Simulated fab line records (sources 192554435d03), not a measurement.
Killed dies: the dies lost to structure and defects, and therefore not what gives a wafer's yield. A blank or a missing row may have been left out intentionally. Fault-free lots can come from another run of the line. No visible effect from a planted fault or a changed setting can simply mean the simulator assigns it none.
The tool behind it: which one? ; flow n5 finfet ; 17 wafers from 6 lots sampled at 4 of the route's 1938 steps

== WHAT THE GAUGES READ, wafer by wafer ==
N5_BEOL_M5_INSPECT_13: inspects for defects (brightfield).
lot;measured;on;raw defect count
L655;day 8 12:08;defect inspect-02;348 440 377
L661;day 9 14:40;defect inspect-01;435 593 375
L664;day 10 16:59;defect inspect-01;472 484 559
L665;day 10 19:17;defect inspect-01;263 558 467
L675;day 13 07:14;defect inspect-02;301 365 305
L677;day 13 14:15;defect inspect-02;307 354

== TOOL THAT RAN EACH LOT (tool first, then ch and the chambers of the sampled wafers, then the start) ==
lot;N5_BEOL_M4_ANNEAL_91;N5_BEOL_M4_SPUTTER_96;N5_BEOL_M5_EXPOSE_08
L655;pvd sputter-03, day 8 07:53;pvd sputter-03, day 8 08:28;euv scanner-02 ch 0, day 8 11:55
L661;pvd sputter-01, day 9 09:40;pvd sputter-01, day 9 10:14;euv scanner-01 ch 0, day 9 14:27
L664;pvd sputter-03, day 10 12:52;pvd sputter-03, day 10 13:26;euv scanner-02 ch 0, day 10 16:47
L665;pvd sputter-02, day 10 14:55;pvd sputter-02, day 10 15:30;euv scanner-02 ch 0, day 10 19:05
L675;pvd sputter-02, day 13 01:31;pvd sputter-02, day 13 02:05;euv scanner-01 ch 0, day 13 07:01
L677;pvd sputter-02, day 13 09:17;pvd sputter-02, day 13 09:50;euv scanner-01 ch 0, day 13 14:04
- N5_BEOL_M4_ANNEAL_91: time 240 s.
- N5_BEOL_M4_SPUTTER_96: material Cu, target thk 4.5 nm, time 8.29 s.
- N5_BEOL_M5_EXPOSE_08: exposes mask M5, target cd 28 nm.

== THE ANSWER, worked out from the rows above alone ==
Rule: what is usual is taken from the lots themselves. Put in order of their means at a reading, lots are off if they are a third of the lots or fewer, leave a main group of 4 or more, and stand apart from it by a gap of 3 or more times the standard deviation of the main group's means; of several such gaps the widest counts. A main group whose means are all the same, to the digits that the tables above print for the reading, isn't used. A lot without any number at a reading at which 4 lots or more have one is off too. Any other lot the step has rows for is counted as sound.
Across all readings shown, no lot is off: no conclusion can be drawn from this.

== WHAT THE SIMULATOR HAD PUT IN ==
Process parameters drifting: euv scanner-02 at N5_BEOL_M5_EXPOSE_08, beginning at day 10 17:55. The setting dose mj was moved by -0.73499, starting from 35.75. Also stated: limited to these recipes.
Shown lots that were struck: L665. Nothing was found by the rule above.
